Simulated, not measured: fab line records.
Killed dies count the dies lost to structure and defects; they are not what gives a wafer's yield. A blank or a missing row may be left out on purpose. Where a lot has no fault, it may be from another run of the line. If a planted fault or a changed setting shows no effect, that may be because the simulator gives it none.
A struck lot beside a sound one + flow nand harc + 15 steps out of a route of 1159
Sound: these wafers, L875.1, L875.2, L875.4. Struck: wafer L889.1. (L889.2, L889.4 of the same lot were not struck and are left out.) The cause comes at the end.
Order at every step that has rows: each side's tool, ch and its chambers, its first start. Under that, the readings that differ: sound wafers + struck wafers + difference of the means + sigmas: that difference in standard deviations of wafers without a fault.
alike: words and numbers the same on both sides, and readings whose means are apart by under 2 such deviations; not compared: readings that were withheld, readings missing a value for some wafer, numbers with overlapping values and no deviation given by the record, and bounds like >300 which may hide the same value.
Wherever a step has rows on one side only, a row that says differs or no value, or a row with sigmas, the two part there. Non-overlapping numbers with no deviation appear without sigmas and do not part them. A reading missing from all wafers of one side parts the sides only when that side holds two or more wafers.

NHARC_A_CHANNEL_FILL_D1_ALD_15: deposits SiNx, target thk 2 nm, pulse time 60 s, ald cycles 19.
  sound on ald sin batch-03 ch 0; struck on ald sin batch-01 ch 0
  alike: precursor pulse height rel
  not compared: ald cycles
NHARC_A_CHANNEL_FILL_D1_ALD_16: deposits SiO2, target thk 1.5 nm, pulse time 10 s, ald cycles 15.
  sound on ald hk-04 ch 0,1,3, day 9 14:59; struck on ald hk-04 ch 3, day 12 17:40
| reading               | sound    | struck | difference | sigmas |
|-----------------------|----------|--------|------------|--------|
| since wet clean h (h) | 11 11 11 | 86     | +75        |        |
  alike: heater power w, precursor pulse height rel
  not compared: ald cycles
then, 2 steps without rows for these wafers: NHARC_A_CHANNEL_FILL_D1_ANNEAL_17 (time 1800 s); NHARC_A_CHANNEL_FILL_D1_CVD_18 (deposits poly-Si, target thk 3 nm).
NHARC_A_CHANNEL_FILL_D1_ETCHBACK_19: etches the open film in HBr/Cl2, target depth 5 nm, time 1.7 s.
  sound on rie si-05 ch 1,2,3, day 10 02:45; struck on rie si-02 ch 1, day 13 05:43
| reading                | sound             | struck | difference | sigmas |
|------------------------|-------------------|--------|------------|--------|
| oes product au (a.u.)  | 1.009 0.997 1.017 | 0.990  | -0.018     | -3     |
| rf hours counter h (h) | 1.5 1.4 1.3       | 0.7    | -0.7       |        |
  alike: drypump motor current A, he backside leak sccm, throttle valve pct
NHARC_A_CHANNEL_FILL_D1_ETCHBACK_20: etches the open film in C4F8/O2/Ar, target depth 27 nm, time 13.5 s.
  sound on rie diel-10 ch 0,1,2, day 10 02:52; struck on rie diel-10 ch 2, day 13 05:50
| reading                | sound | struck | difference | sigmas |
|------------------------|-------|--------|------------|--------|
| rf hours counter h (h) | 1 1 1 | 3      | +2         |        |
  alike: oes product au, rf vpp V
then, 5 steps without rows for these wafers: NHARC_A_CHANNEL_FILL_D1_STRIP_28 (strips in O2, time 20 s); NHARC_A_CHANNEL_FILL_D1_PRECLEAN_21 (cleans in dHF, time 30 s); NHARC_A_CHANNEL_FILL_D1_SRD_23; NHARC_A_CHANNEL_FILL_D1_CVD_05 (deposits poly-Si, target thk 5 nm); NHARC_A_CHANNEL_FILL_D1_ANNEAL_22 (time 7200 s).
NHARC_A_CHANNEL_FILL_D1_THK_MEAS_06: measures by ellipsometry.
  sound: film metro-01 at day 10 14:33; struck: film metro-02 at day 13 17:26
  alike: thk nm
NHARC_A_CHANNEL_FILL_D1_ALD_25: deposits SiOx, target thk 60 nm, pulse time 10 s, ald cycles 600.
  sound on ald hk-03 ch 0,2,3, day 10 14:36; struck on ald hk-03 ch 2, day 13 17:29
| reading                    | sound             | struck | difference | sigmas |
|----------------------------|-------------------|--------|------------|--------|
| ald cycles                 | 600 600 600       | 562    | -38        |        |
| precursor pulse height rel | 1.007 1.025 0.994 | 0.965  | -0.044     | -2     |
| since wet clean h (h)      | 77 76 76          | 150    | +74        |        |
  alike: heater power w
NHARC_A_CHANNEL_FILL_D1_ETCHBACK_08: etches the open film in C4F8, target depth 220 nm, time 110 s.
  sound on rie diel-01 ch 0,1,3; struck on rie diel-01 ch 0
| reading                | sound          | struck | difference | sigmas |
|------------------------|----------------|--------|------------|--------|
| oes product au (a.u.)  | 0.99 0.99 1.00 | 0.92   | -0.07      | -2     |
| rf hours counter h (h) | 2 2 2          | 4      | +2         |        |
  alike: rf vpp V
-- record jumps: 10 days between struck wafers' starts before vs after; left off in module A_CHANNEL_FILL_D1, resumes in module END, first step shown is number 1159 of the route --
NHARC_END_SORT_01:
  sound on prober-01 ch 0, day 20 02:10; struck on prober-02 ch 0, day 23 12:40
  alike: killed at array, killed at other, killed at periphery, killed dies, killed open, killed short

WHERE THEY PART
Last at NHARC_A_CHANNEL_FILL_D1_ETCHBACK_08 as far as this record goes, first at NHARC_A_CHANNEL_FILL_D1_ETCHBACK_19. Later steps at which nothing parts them and some readings are alike: NHARC_END_SORT_01.

WHY: the cause the simulator had injected
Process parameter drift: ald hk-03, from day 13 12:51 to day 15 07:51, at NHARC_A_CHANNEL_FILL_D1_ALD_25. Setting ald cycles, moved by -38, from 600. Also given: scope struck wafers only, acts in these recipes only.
